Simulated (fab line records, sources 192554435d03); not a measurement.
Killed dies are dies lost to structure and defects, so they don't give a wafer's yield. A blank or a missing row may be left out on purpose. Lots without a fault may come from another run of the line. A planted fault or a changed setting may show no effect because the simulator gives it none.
One fault seen from 2 desks | flow n5_finfet | each desk has only its own numbers; what lay behind them comes last

THE TOOL OWNER'S DESK: ald_metal-01
The tool's own readings at N5_BEOL_M8_ALD_77 (deposits TaN, target thk 2 nm, pulse time 2 s, purge time 3 s): means of the sampled wafers that have a number, for each lot that ran on this tool. A lot is out of limits, marked OUT, if its mean lies more than 4 standard deviations from the usual mean; the brackets give that distance.
Columns: A = heater_power_w at N5_BEOL_M8_ALD_77, usual 420 W; B = precursor_vessel_pressure_torr at N5_BEOL_M8_ALD_77, usual 26.24 Torr; C = susceptor_temp_C at N5_BEOL_M8_ALD_77, usual 274.99 C
lot  | first seen here | A   | B     | C
L436 | day 11 23:05    | 414 | 26.24 | 275.05
L438 | day 12 11:51    | 350 | 26.25 | 275.10
L439 | day 13 00:56    | 382 | 26.26 | 275.12
L444 | day 13 23:58    | 413 | 26.23 | 275.17
L446 | day 14 08:13    | 416 | 26.25 | 274.91
This desk's finding: nothing out of limits on any of the 5 lots.

THE DEFECT DESK
What the inspections along the route counted, lot by lot: means of the sampled wafers that have a number. A lot is out of limits, marked OUT, if its mean lies more than 4 standard deviations from the usual mean; the brackets give that distance.
Columns: A = raw_defect_count at N5_BEOL_M8_INSPECT_58, usual 69
lot  | first seen here | A
L434 | day 11 07:31    | 49
L436 | day 12 00:47    | 67
L437 | day 12 05:31    | 76
L438 | day 12 13:32    | 85
L439 | day 13 02:33    | 53
L440 | day 13 04:32    | 71
L441 | day 13 10:47    | 46
L444 | day 14 02:04    | 64
L446 | day 14 10:01    | 61
L451 | day 15 12:57    | 48
L453 | day 16 12:40    | 76
This desk's finding: nothing out of limits on any of the 11 lots.

PUT TOGETHER
The tool owner's desk saw nothing out of limits.
The defect desk saw nothing out of limits.

WHAT THE SIMULATOR HAD PUT IN
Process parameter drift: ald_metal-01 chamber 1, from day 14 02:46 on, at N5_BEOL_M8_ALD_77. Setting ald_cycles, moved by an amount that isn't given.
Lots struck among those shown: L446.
